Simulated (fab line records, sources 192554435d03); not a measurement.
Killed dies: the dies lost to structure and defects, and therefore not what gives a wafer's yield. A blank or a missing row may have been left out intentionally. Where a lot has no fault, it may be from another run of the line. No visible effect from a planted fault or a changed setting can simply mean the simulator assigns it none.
What tool caused it?	flow n5_finfet	26 wafers from 9 lots sampled at 5 of the route's 1938 steps

WHAT THE GAUGES SHOWED, per wafer
N5_BEOL_M4_RC_MEAS_101.
lot	measured	on	DIBL_N (mV/V)
L591	day 8 20:34	prober-01	35.7 33.3 34.0
L601	day 11 17:31	prober-01	35.7 34.6 36.0
L603	day 12 12:38	prober-02	37.7 38.0 38.6
L604	day 12 15:38	prober-02	37.8 36.7 36.5
L605	day 13 04:14	prober-01	34.2 37.1 35.1
L606	day 13 06:20	prober-02	37.1 35.6
L607	day 13 12:28	prober-01	34.8 37.0 40.3
L608	day 13 21:27	prober-02	35.4 33.3 34.5
L609	day 14 07:34	prober-01	33.8 38.3 32.8

EACH LOT AND THE TOOL THAT RAN IT (in order: tool; ch and the chambers of the sampled wafers; start)
lot	N5_PMOS_HMC_CHANNEL_EPI_HM_OPEN_15	N5_PMOS_HMC_CHANNEL_EPI_STRIP_33	N5_FIN_SAQP_ALD_61	N5_FIN_SAQP_HM_DEP_03
L591	rie_diel-06 ch 0,2, day 2 23:38	rie_diel-06 ch 0,2, day 2 23:42	ald_sin-04 ch 0,1,3, day 3 02:55	pecvd-01 ch 0,1, day 3 03:23
L601	rie_diel-06 ch 0,2,3, day 5 12:53	rie_diel-06 ch 0,2,3, day 5 12:57	ald_sin-02 ch 0,3, day 5 16:25	pecvd-03 ch 0,2, day 5 16:50
L603	rie_diel-02 ch 2,3, day 6 00:53	rie_diel-02 ch 2,3, day 6 00:56	ald_sin-04 ch 0,1,2, day 6 03:45	pecvd-02 ch 0,1, day 6 04:18
L604	rie_diel-06 ch 2,3, day 6 05:52	rie_diel-06 ch 2,3, day 6 05:55	ald_sin-04 ch 2,3, day 6 08:39	pecvd-03 ch 0,1, day 6 09:04
L605	rie_diel-01 ch 0,2,3, day 6 11:56	rie_diel-01 ch 0,2,3, day 6 11:59	ald_sin-04 ch 0,1,3, day 6 14:47	pecvd-01 ch 0,2, day 6 15:15
L606	rie_diel-06 ch 1,2, day 6 17:47	rie_diel-06 ch 1,2, day 6 17:50	ald_sin-04 ch 0,1, day 6 20:38	pecvd-03 ch 0,2, day 6 21:06
L607	rie_diel-01 ch 0,1, day 7 00:04	rie_diel-01 ch 0,1, day 7 00:07	ald_sin-02 ch 0,1,3, day 7 03:15	pecvd-02 ch 0,1,2, day 7 03:40
L608	rie_diel-02 ch 0,1, day 7 05:34	rie_diel-02 ch 0,1, day 7 05:37	ald_sin-03 ch 0,2,3, day 7 08:45	pecvd-03 ch 0,1, day 7 09:10
L609	rie_diel-02 ch 0,1, day 7 11:10	rie_diel-02 ch 0,1, day 7 11:13	ald_sin-03 ch 1,2,3, day 7 14:22	pecvd-03 ch 0,1, day 7 14:47
- N5_PMOS_HMC_CHANNEL_EPI_HM_OPEN_15: chemistry CHF3/O2, target SiO2, target depth 40.6 nm, time 20.3 s.
- N5_PMOS_HMC_CHANNEL_EPI_STRIP_33: strips in N2/H2.
- N5_FIN_SAQP_ALD_61: deposits SiO2, target thk 4 nm, pulse time 1 s, purge time 2 s.
- N5_FIN_SAQP_HM_DEP_03: deposits SiNx from SiH4/NH3/N2, target thk 38 nm, time 33.6 s.

THE ANSWER, worked out from the rows above alone
Rule: the usual values come from the lots themselves. Put in order of their means at a reading, lots are off if they are a third of the lots or fewer, leave a main group of 4 or more, and stand apart from it by a gap of 3 or more times the standard deviation of the main group's means; of several such gaps the widest counts. The tables above print the reading to a certain number of digits; a main group whose means all agree to those digits is not used. Also off: a lot with no number at a reading for which 4 or more lots have one. All remaining lots with rows at the step are treated as sound.
Nothing can be told from this: no lot is off at any reading shown.

WHAT THE SIMULATOR HAD PUT IN
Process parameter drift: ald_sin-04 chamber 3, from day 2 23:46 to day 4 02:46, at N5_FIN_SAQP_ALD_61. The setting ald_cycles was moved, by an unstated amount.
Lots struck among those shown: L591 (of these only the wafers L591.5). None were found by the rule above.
